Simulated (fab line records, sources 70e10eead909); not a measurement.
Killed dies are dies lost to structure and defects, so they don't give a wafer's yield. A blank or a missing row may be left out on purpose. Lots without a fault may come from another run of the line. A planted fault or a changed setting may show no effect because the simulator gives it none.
Which tool did it? | flow nand_harc | 22 lots, 66 wafers sampled, at 6 steps of a route of 1159

WHAT THE GAUGES READ, wafer by wafer
The record holds no reading of a measuring or inspecting step that can be judged against a usual standard deviation.

WHICH TOOL RAN EACH LOT (tool, then ch and the chambers of the sampled wafers, then the start)
lot  | NHARC_A_CHANNEL_HOLE_D1_ETCH_22  | NHARC_A_CHANNEL_HOLE_D1_ETCH_26  | NHARC_A_STAIRCASE_ETCH_19                     | NHARC_A_STAIRCASE_TRIM_24                     | NHARC_A_STAIRCASE_DESCUM_186       | NHARC_A_STAIRCASE_TRIM_187
L075 | har_etch-02 ch 0,1, day 8 14:32  | har_etch-02 ch 0,1, day 8 17:25  | rie_diel-07 ch 0,2, day 11 11:38 or earlier   | rie_diel-07 ch 1,2, day 11 11:38 or earlier   | rie_diel-09 ch 1,3, day 11 11:38   | rie_diel-09 ch 0,2, day 11 11:43
L074 | har_etch-01 ch 0,1, day 8 15:30  | har_etch-01 ch 0,1, day 8 18:24  | rie_diel-07 ch 1,2,3, day 11 07:59 or earlier | rie_diel-09 ch 0,1,2, day 11 07:59 or earlier | rie_diel-09 ch 0,1,2, day 11 07:59 | rie_diel-09 ch 0,2,3, day 11 08:04
L077 | har_etch-02 ch 0,1, day 8 23:41  | har_etch-02 ch 0,1, day 9 02:25  | rie_diel-07 ch 0,3, day 11 14:55 or earlier   | rie_diel-07 ch 0,2,3, day 11 14:55 or earlier | rie_diel-07 ch 0,3, day 11 14:55   | rie_diel-07 ch 1,2,3, day 11 15:02
L078 | har_etch-01 ch 0,1, day 9 02:37  | har_etch-01 ch 0,1, day 9 05:32  | rie_diel-06 ch 0,2,3, day 12 00:52 or earlier | rie_diel-06 ch 1,3, day 12 00:52 or earlier   | rie_diel-06 ch 0,2,3, day 12 00:52 | rie_diel-06 ch 0,3, day 12 00:58
L076 | har_etch-02 ch 0,1, day 9 06:10  | har_etch-02 ch 0,1, day 9 09:00  | rie_diel-06 ch 0,2, day 11 19:59 or earlier   | rie_diel-06 ch 1,2,3, day 11 19:59 or earlier | rie_diel-07 ch 0,2,3, day 11 19:59 | rie_diel-07 ch 0,2, day 11 20:09
L079 | har_etch-02 ch 0,1, day 9 10:27  | har_etch-02 ch 0,1, day 9 13:16  | rie_diel-07 ch 0,3, day 12 00:23 or earlier   | rie_diel-06 ch 2,3, day 12 00:23 or earlier   | rie_diel-09 ch 0,2, day 12 00:23   | rie_diel-09 ch 0,1, day 12 00:28
L081 | har_etch-02 ch 0,1, day 10 02:02 | har_etch-02 ch 0,1, day 10 04:53 | rie_diel-07 ch 1,2,3, day 12 16:29 or earlier | rie_diel-09 ch 1,2,3, day 12 16:29 or earlier | rie_diel-07 ch 0,1, day 12 16:29   | rie_diel-07 ch 0,2,3, day 12 16:45
L083 | har_etch-01 ch 0,1, day 10 02:09 | har_etch-01 ch 0,1, day 10 04:56 | rie_diel-09 ch 1,3, day 12 16:54 or earlier   | rie_diel-09 ch 0,1,2, day 12 16:54 or earlier | rie_diel-09 ch 0,2,3, day 12 16:54 | rie_diel-09 ch 1,2, day 12 17:00
L082 | har_etch-02 ch 0,1, day 10 06:12 | har_etch-02 ch 0,1, day 10 09:04 | rie_diel-09 ch 0,2,3, day 13 00:18 or earlier | rie_diel-07 ch 1,2, day 13 00:18 or earlier   | rie_diel-09 ch 0,1,3, day 13 00:18 | rie_diel-09 ch 0,3, day 13 00:25
L085 | har_etch-02 ch 0,1, day 10 23:02 | har_etch-02 ch 0,1, day 11 01:52 | rie_diel-06 ch 1,2, day 13 12:13 or earlier   | rie_diel-09 ch 0,3, day 13 12:13 or earlier   | rie_diel-07 ch 1,2, day 13 12:13   | rie_diel-07 ch 0,1, day 13 12:19
L084 | har_etch-01 ch 0,1, day 10 23:49 | har_etch-01 ch 0,1, day 11 02:40 | rie_diel-09 ch 0,1,2, day 13 12:37 or earlier | rie_diel-07 ch 0,1,3, day 13 12:37 or earlier | rie_diel-09 ch 0,2, day 13 12:37   | rie_diel-09 ch 0,2,3, day 13 12:43
L087 | har_etch-01 ch 0,1, day 11 12:22 | har_etch-01 ch 0,1, day 11 15:13 | rie_diel-09 ch 1,2,3, day 14 02:10 or earlier | rie_diel-09 ch 0,1, day 14 02:10 or earlier   | rie_diel-09 ch 1,2, day 14 02:10   | rie_diel-09 ch 0,3, day 14 02:24
L086 | har_etch-02 ch 0,1, day 11 14:47 | har_etch-02 ch 0,1, day 11 17:37 | rie_diel-09 ch 0,3, day 14 02:01 or earlier   | rie_diel-09 ch 0,1,3, day 14 02:01 or earlier | rie_diel-06 ch 0,1,3, day 14 02:01 | rie_diel-06 ch 0,3, day 14 02:06
L089 | har_etch-02 ch 0,1, day 12 10:22 | har_etch-02 ch 0,1, day 12 13:18 | rie_diel-07 ch 1,2,3, day 14 23:25 or earlier | rie_diel-07 ch 0,1,2, day 14 23:25 or earlier | rie_diel-09 ch 0,2,3, day 14 23:25 | rie_diel-09 ch 0,2, day 14 23:34
L090 | har_etch-01 ch 0,1, day 12 10:33 | har_etch-01 ch 0,1, day 12 13:28 | rie_diel-06 ch 1,3, day 15 01:00 or earlier   | rie_diel-06 ch 1,2, day 15 01:00 or earlier   | rie_diel-07 ch 1,2,3, day 15 01:00 | rie_diel-07 ch 0,2,3, day 15 01:06
L088 | har_etch-02 ch 0,1, day 12 14:39 | har_etch-02 ch 0,1, day 12 17:29 | rie_diel-07 ch 0,3, day 15 07:08 or earlier   | rie_diel-07 ch 1,3, day 15 07:08 or earlier   | rie_diel-07 ch 1,3, day 15 07:08   | rie_diel-07 ch 1,3, day 15 07:13
L093 | har_etch-01 ch 0,1, day 12 20:02 | har_etch-01 ch 0,1, day 12 22:44 | rie_diel-09 ch 0,2,3, day 15 12:04 or earlier | rie_diel-09 ch 0,1,3, day 15 12:04 or earlier | rie_diel-07 ch 0,3, day 15 12:04   | rie_diel-07 ch 0,1, day 15 12:11
L091 | har_etch-02 ch 0,1, day 12 20:08 | har_etch-02 ch 0,1, day 12 22:55 | rie_diel-06 ch 1,3, day 15 10:44 or earlier   | rie_diel-07 ch 0,1, day 15 10:44 or earlier   | rie_diel-09 ch 0,2,3, day 15 10:44 | rie_diel-09 ch 0,2,3, day 15 10:50
L092 | har_etch-01 ch 0,1, day 13 00:05 | har_etch-01 ch 0,1, day 13 02:53 | rie_diel-06 ch 1,2, day 15 16:07 or earlier   | rie_diel-06 ch 1,2, day 15 16:07 or earlier   | rie_diel-07 ch 1,3, day 15 16:07   | rie_diel-07 ch 1,3, day 15 16:15
L095 | har_etch-01 ch 0,1, day 13 09:28 | har_etch-01 ch 0,1, day 13 12:17 | rie_diel-07 ch 1,3, day 15 21:58 or earlier   | rie_diel-07 ch 1,3, day 15 21:58 or earlier   | rie_diel-06 ch 1,2,3, day 15 21:58 | rie_diel-06 ch 1,3, day 15 22:22
L096 | har_etch-02 ch 0,1, day 13 16:50 | har_etch-02 ch 0,1, day 13 19:38 | rie_diel-06 ch 2,3, day 16 05:00 or earlier   | rie_diel-07 ch 1,3, day 16 05:00 or earlier   | rie_diel-07 ch 1,2, day 16 05:00   | rie_diel-07 ch 0,1,3, day 16 05:07
L097 | har_etch-02 ch 0,1, day 14 06:20 | har_etch-02 ch 0,1, day 14 09:07 | rie_diel-06 ch 0,3, day 16 21:56 or earlier   | rie_diel-09 ch 0,1, day 16 21:56 or earlier   | rie_diel-07 ch 0,1,3, day 16 21:56 | rie_diel-07 ch 0,1,3, day 16 22:05
- NHARC_A_CHANNEL_HOLE_D1_ETCH_22: etches the open film in C4F8/O2/Ar, time 666.7 s, target depth 1600 nm.
- NHARC_A_CHANNEL_HOLE_D1_ETCH_26: etches the open film in C4F8/O2/Ar, time 224.1 s, target depth 300 nm.
- NHARC_A_STAIRCASE_ETCH_19: etches the open film in C4F8/O2, target depth 100 nm, time 40.5 s.
- NHARC_A_STAIRCASE_TRIM_24: chemistry O2, time 211.2 s.
- NHARC_A_STAIRCASE_DESCUM_186: chemistry O2, time 3 s.
- NHARC_A_STAIRCASE_TRIM_187: chemistry O2, time 211.2 s.

WHAT THE TOOLS THEMSELVES READ (means of the sampled wafers that have a number; where no wafer has one, the mark that the record gives instead)
NHARC_A_CHANNEL_HOLE_D1_ETCH_22. Usual: c4f8_flow_sccm 89.31 sccm, standard deviation 0.23; drypump_motor_current_A 5.6 A, standard deviation 0.45; showerhead_plenum_p_Torr 3.65 Torr, standard deviation 0.14; throttle_valve_pct 32.156 %, standard deviation 0.0087.
lot  | tool        | c4f8_flow_sccm (sccm) | drypump_motor_current_A (A) | showerhead_plenum_p_Torr (Torr) | throttle_valve_pct (%) | flag
L075 | har_etch-02 | 89.35                 | 5.8                         | 3.66                            | 32.152                 |
L074 | har_etch-01 | 89.17                 | 5.5                         | 3.60                            | 32.142                 |
L077 | har_etch-02 | 89.21                 | 5.4                         | 3.76                            | 32.155                 |
L078 | har_etch-01 | 89.25                 | 5.5                         | 3.58                            | 32.166                 |
L076 | har_etch-02 | 89.59                 | 5.8                         | 3.66                            | 32.145                 |
L079 | har_etch-02 | 89.20                 | 5.8                         | 3.65                            | 32.159                 |
L081 | har_etch-02 | 89.47                 | 5.8                         | 3.65                            | 32.157                 |
L083 | har_etch-01 | 89.31                 | 5.5                         | 3.58                            | 32.162                 |
L082 | har_etch-02 | 89.44                 | 5.8                         | 3.65                            | 32.157                 |
L085 | har_etch-02 | 89.13                 | 5.4                         | 3.75                            | 32.164                 |
L084 | har_etch-01 | 89.20                 | 5.6                         | 3.59                            | 32.153                 |
L087 | har_etch-01 | 89.21                 | 5.5                         | 3.57                            | 32.155                 |
L086 | har_etch-02 | 89.26                 | 5.8                         | 3.64                            | 32.155                 |
L089 | har_etch-02 | 89.26                 | 5.5                         | 3.74                            | 32.150                 |
L090 | har_etch-01 | 89.45                 | 5.5                         | 3.57                            | 32.160                 |
L088 | har_etch-02 | 89.26                 | 5.8                         | 3.64                            | 32.153                 |
L093 | har_etch-01 | 89.29                 | 5.5                         | 3.57                            | 32.157                 |
L091 | har_etch-02 | 89.00                 | 5.4                         | 3.74                            | 32.157                 |
L092 | har_etch-01 | 89.50                 | 5.5                         | 3.58                            | 32.150                 |
L095 | har_etch-01 | 89.60                 | 5.5                         | 3.56                            | 32.163                 |
L096 | har_etch-02 | 89.15                 | 5.4                         | 3.73                            | 32.161                 |
L097 | har_etch-02 | 89.14                 | 5.8                         | 3.62                            | 32.153                 |

NHARC_A_CHANNEL_HOLE_D1_ETCH_26. Usual: c4f8_flow_sccm 11.39 sccm, standard deviation 0.033; drypump_motor_current_A 5.6 A, standard deviation 0.45; showerhead_plenum_p_Torr 3.69 Torr, standard deviation 0.14; throttle_valve_pct 24.586 %, standard deviation 0.0093.
lot  | tool        | c4f8_flow_sccm (sccm) | drypump_motor_current_A (A) | showerhead_plenum_p_Torr (Torr) | throttle_valve_pct (%) | flag
L075 | har_etch-02 | 11.34                 | 5.8                         | 3.70                            | 24.586                 |
L074 | har_etch-01 | 11.38                 | 5.6                         | 3.64                            | 24.583                 |
L077 | har_etch-02 | 11.40                 | 5.4                         | 3.81                            | 24.576                 |
L078 | har_etch-01 | 11.37                 | 5.5                         | 3.62                            | 24.588                 |
L076 | har_etch-02 | 11.41                 | 5.8                         | 3.69                            | 24.577                 |
L079 | har_etch-02 | 11.37                 | 5.8                         | 3.69                            | 24.582                 |
L081 | har_etch-02 | 11.38                 | 5.8                         | 3.69                            | 24.589                 |
L083 | har_etch-01 | 11.41                 | 5.5                         | 3.62                            | 24.588                 |
L082 | har_etch-02 | 11.35                 | 5.8                         | 3.69                            | 24.583                 |
L085 | har_etch-02 | 11.42                 | 5.4                         | 3.80                            | 24.586                 |
L084 | har_etch-01 | 11.38                 | 5.6                         | 3.63                            | 24.571                 |
L087 | har_etch-01 | 11.38                 | 5.5                         | 3.61                            | 24.593                 |
L086 | har_etch-02 | 11.43                 | 5.8                         | 3.68                            | 24.583                 |
L089 | har_etch-02 | 11.38                 | 5.4                         | 3.79                            | 24.584                 |
L090 | har_etch-01 | 11.42                 | 5.5                         | 3.61                            | 24.587                 |
L088 | har_etch-02 | 11.39                 | 5.8                         | 3.67                            | 24.588                 |
L093 | har_etch-01 | 11.37                 | 5.5                         | 3.60                            | 24.579                 |
L091 | har_etch-02 | 11.39                 | 5.4                         | 3.79                            | 24.600                 |
L092 | har_etch-01 | 11.43                 | 5.6                         | 3.62                            | 24.589                 |
L095 | har_etch-01 | 11.38                 | 5.5                         | 3.60                            | 24.581                 |
L096 | har_etch-02 | 11.40                 | 5.4                         | 3.78                            | 24.586                 |
L097 | har_etch-02 | 11.43                 | 5.8                         | 3.66                            | 24.583                 |

NHARC_A_STAIRCASE_ETCH_19. Usual: oes_product_au 0.941 a.u., standard deviation 0.011; rf_vpp_V 895 V, standard deviation 4.3.
lot  | tool        | oes_product_au (a.u.) | rf_vpp_V (V) | flag
L075 | rie_diel-07 | 0.949                 | 895          |
L074 | rie_diel-07 | 0.949                 | 897          |
L077 | rie_diel-07 | 0.956                 | 894          |
L078 | rie_diel-06 | 0.926                 | 895          |
L076 | rie_diel-06 | 0.942                 | 895          |
L079 | rie_diel-07 | 0.938                 | 897          |
L081 | rie_diel-07 | 0.946                 | 896          |
L083 | rie_diel-09 | 0.953                 | 897          |
L082 | rie_diel-09 | 0.942                 | 897          |
L085 | rie_diel-06 | 0.936                 | 895          |
L084 | rie_diel-09 | 0.946                 | 898          |
L087 | rie_diel-09 | 0.938                 | 899          |
L086 | rie_diel-09 | 0.931                 | 896          |
L089 | rie_diel-07 | 0.946                 | 896          |
L090 | rie_diel-06 | 0.935                 | 893          |
L088 | rie_diel-07 | 0.943                 | 892          |
L093 | rie_diel-09 | 0.938                 | 897          |
L091 | rie_diel-06 | 0.943                 | 896          |
L092 | rie_diel-06 | 0.919                 | 893          |
L095 | rie_diel-07 | 0.942                 | 894          |
L096 | rie_diel-06 | 0.948                 | 899          |
L097 | rie_diel-06 | 0.929                 | 894          |

NHARC_A_STAIRCASE_TRIM_24. Usual: drypump_motor_current_A 5.9 A, standard deviation 0.52; oes_product_au 1.003 a.u., standard deviation 0.0096; rf_vpp_V 57.7 V, standard deviation 0.83; showerhead_plenum_p_Torr 3.52 Torr, standard deviation 0.11; throttle_valve_pct 17.037 %, standard deviation 0.009.
lot  | tool        | drypump_motor_current_A (A) | oes_product_au (a.u.) | rf_vpp_V (V) | showerhead_plenum_p_Torr (Torr) | throttle_valve_pct (%) | flag
L075 | rie_diel-07 | 5.8                         | 1.008                 | 57.6         | 3.57                            | 17.036                 |
L074 | rie_diel-09 | 5.6                         | 1.004                 | 57.4         | 3.57                            | 17.043                 |
L077 | rie_diel-07 | 6.2                         | 1.013                 | 56.8         | 3.56                            | 17.048                 |
L078 | rie_diel-06 | 6.1                         | 0.997                 | 58.4         | 3.53                            | 17.042                 |
L076 | rie_diel-06 | 5.7                         | 0.992                 | 57.6         | 3.54                            | 17.038                 |
L079 | rie_diel-06 | 5.4                         | 1.003                 | 58.0         | 3.60                            | 17.036                 |
L081 | rie_diel-09 | 6.1                         | 0.998                 | 57.9         | 3.59                            | 17.039                 |
L083 | rie_diel-09 | 5.6                         | 1.006                 | 57.8         | 3.57                            | 17.039                 |
L082 | rie_diel-07 | 5.8                         | 1.008                 | 57.8         | 3.44                            | 17.034                 |
L085 | rie_diel-09 | 5.3                         | 0.993                 | 57.5         | 3.53                            | 17.037                 |
L084 | rie_diel-07 | 6.3                         | 1.009                 | 57.7         | 3.44                            | 17.043                 |
L087 | rie_diel-09 | 5.5                         | 0.997                 | 57.8         | 3.56                            | 17.034                 |
L086 | rie_diel-09 | 5.7                         | 1.000                 | 58.8         | 3.56                            | 17.041                 |
L089 | rie_diel-07 | 6.0                         | 1.015                 | 57.7         | 3.45                            | 17.032                 |
L090 | rie_diel-06 | 5.7                         | 1.001                 | 56.9         | 3.48                            | 17.031                 |
L088 | rie_diel-07 | 6.0                         | 1.018                 | 58.2         | 3.41                            | 17.021                 |
L093 | rie_diel-09 | 5.7                         | 1.003                 | 58.4         | 3.55                            | 17.030                 |
L091 | rie_diel-07 | 6.0                         | 1.003                 | 57.3         | 3.34                            | 17.033                 |
L092 | rie_diel-06 | 5.7                         | 0.992                 | 57.5         | 3.47                            | 17.041                 |
L095 | rie_diel-07 | 6.2                         | 0.999                 | 58.3         | 3.49                            | 17.033                 |
L096 | rie_diel-07 | 6.2                         | 1.007                 | 56.9         | 3.49                            | 17.037                 |
L097 | rie_diel-09 | 5.1                         | 0.999                 | 58.4         | 3.52                            | 17.038                 |

NHARC_A_STAIRCASE_DESCUM_186. Usual: drypump_motor_current_A 5.9 A, standard deviation 0.54; oes_product_au 1.005 a.u., standard deviation 0.009; rf_vpp_V 57.7 V, standard deviation 0.86; showerhead_plenum_p_Torr 1.91 Torr, standard deviation 0.064; throttle_valve_pct 11.312 %, standard deviation 0.0095.
lot  | tool        | drypump_motor_current_A (A) | oes_product_au (a.u.) | rf_vpp_V (V) | showerhead_plenum_p_Torr (Torr) | throttle_valve_pct (%) | flag
L075 | rie_diel-09 | 5.9                         | 0.989                 | 58.6         | 1.95                            | 11.303                 |
L074 | rie_diel-09 | 5.6                         | 1.004                 | 57.9         | 1.94                            | 11.320                 |
L077 | rie_diel-07 | 6.5                         | 1.010                 | 58.0         | 1.88                            | 11.300                 |
L078 | rie_diel-06 | 5.6                         | 1.003                 | 57.2         | 1.89                            | 11.312                 |
L076 | rie_diel-07 | 6.2                         | 1.008                 | 57.4         | 1.93                            | 11.316                 |
L079 | rie_diel-09 | 5.3                         | 1.005                 | 57.5         | 1.93                            | 11.313                 |
L081 | rie_diel-07 | 6.3                         | 1.015                 | 57.5         | 1.82                            | 11.316                 |
L083 | rie_diel-09 | 5.8                         | 0.999                 | 57.2         | 1.94                            | 11.318                 |
L082 | rie_diel-09 | 5.6                         | 0.998                 | 58.1         | 1.93                            | 11.300                 |
L085 | rie_diel-07 | 5.8                         | 1.014                 | 57.1         | 1.93                            | 11.310                 |
L084 | rie_diel-09 | 5.3                         | 1.001                 | 57.6         | 1.92                            | 11.330                 |
L087 | rie_diel-09 | 6.1                         | 1.004                 | 58.2         | 1.95                            | 11.309                 |
L086 | rie_diel-06 | 5.9                         | 1.006                 | 57.8         | 1.86                            | 11.316                 |
L089 | rie_diel-09 | 5.8                         | 1.006                 | 58.0         | 1.93                            | 11.305                 |
L090 | rie_diel-07 | 6.0                         | 1.008                 | 58.5         | 1.91                            | 11.310                 |
L088 | rie_diel-07 | 6.0                         | 1.004                 | 57.3         | 1.84                            | 11.307                 |
L093 | rie_diel-07 | 6.5                         | 1.014                 | 57.6         | 1.87                            | 11.302                 |
L091 | rie_diel-09 | 5.8                         | 1.005                 | 58.0         | 1.93                            | 11.313                 |
L092 | rie_diel-07 | 5.9                         | 1.006                 | 57.4         | 1.84                            | 11.314                 |
L095 | rie_diel-06 | 5.7                         | 0.995                 | 57.3         | 1.91                            | 11.304                 |
L096 | rie_diel-07 | 5.8                         | 1.009                 | 58.0         | 1.92                            | 11.311                 |
L097 | rie_diel-07 | 6.2                         | 1.011                 | 58.0         | 1.85                            | 11.318                 |

NHARC_A_STAIRCASE_TRIM_187. Usual: drypump_motor_current_A 5.9 A, standard deviation 0.55; oes_product_au 1.003 a.u., standard deviation 0.0084; rf_vpp_V 57.7 V, standard deviation 0.85; showerhead_plenum_p_Torr 3.52 Torr, standard deviation 0.11; throttle_valve_pct 17.036 %, standard deviation 0.0088.
lot  | tool        | drypump_motor_current_A (A) | oes_product_au (a.u.) | rf_vpp_V (V) | showerhead_plenum_p_Torr (Torr) | throttle_valve_pct (%) | flag
L075 | rie_diel-09 | 5.8                         | 1.013                 | 57.1         | 3.57                            | 17.048                 |
L074 | rie_diel-09 | 5.8                         | 0.997                 | 57.7         | 3.57                            | 17.039                 |
L077 | rie_diel-07 | 6.0                         | 1.005                 | 57.3         | 3.54                            | 17.041                 |
L078 | rie_diel-06 | 6.0                         | 1.000                 | 57.4         | 3.49                            | 17.033                 |
L076 | rie_diel-07 | 6.3                         | 1.002                 | 57.6         | 3.49                            | 17.037                 |
L079 | rie_diel-09 | 5.5                         | 0.992                 | 58.4         | 3.57                            | 17.034                 |
L081 | rie_diel-07 | 6.3                         | 1.009                 | 57.7         | 3.55                            | 17.042                 |
L083 | rie_diel-09 | 5.9                         | 0.999                 | 57.6         | 3.59                            | 17.046                 |
L082 | rie_diel-09 | 5.9                         | 0.992                 | 57.2         | 3.56                            | 17.038                 |
L085 | rie_diel-07 | 6.3                         | 1.010                 | 56.6         | 3.37                            | 17.032                 |
L084 | rie_diel-09 | 5.8                         | 1.004                 | 58.3         | 3.56                            | 17.044                 |
L087 | rie_diel-09 | 5.3                         | 1.001                 | 58.2         | 3.53                            | 17.036                 |
L086 | rie_diel-06 | 5.8                         | 1.003                 | 56.7         | 3.38                            | 17.038                 |
L089 | rie_diel-09 | 5.7                         | 1.006                 | 58.0         | 3.56                            | 17.029                 |
L090 | rie_diel-07 | 6.2                         | 0.995                 | 57.7         | 3.54                            | 17.032                 |
L088 | rie_diel-07 | 6.0                         | 1.017                 | 57.7         | 3.41                            | 17.032                 |
L093 | rie_diel-07 | 6.0                         | 1.010                 | 58.2         | 3.34                            | 17.035                 |
L091 | rie_diel-09 | 5.8                         | 1.002                 | 57.2         | 3.55                            | 17.030                 |
L092 | rie_diel-07 | 6.2                         | 1.007                 | 57.9         | 3.49                            | 17.042                 |
L095 | rie_diel-06 | 6.1                         | 1.010                 | 58.3         | 3.46                            | 17.032                 |
L096 | rie_diel-07 | 6.2                         | 1.007                 | 57.6         | 3.43                            | 17.031                 |
L097 | rie_diel-07 | 6.3                         | 1.007                 | 57.2         | 3.42                            | 17.035                 |

THE ANSWER, worked out from the rows above alone
Rule: a lot is off if the mean of its wafers that have a number lies more than 3 standard deviations from the usual mean. A lot without any number at a reading at which 4 lots or more have one is off too. The other lots that the step has rows for count as sound. The gauges are gone through in route order, then the tools' own readings, and for those a lot's mean is taken as printed above. The first step at which some lot is off is used, and at that step the reading that is off furthest; a lot without a number counts as furthest.
No lot is off at any reading shown: from this, nothing can be told.

WHAT THE SIMULATOR HAD PUT IN
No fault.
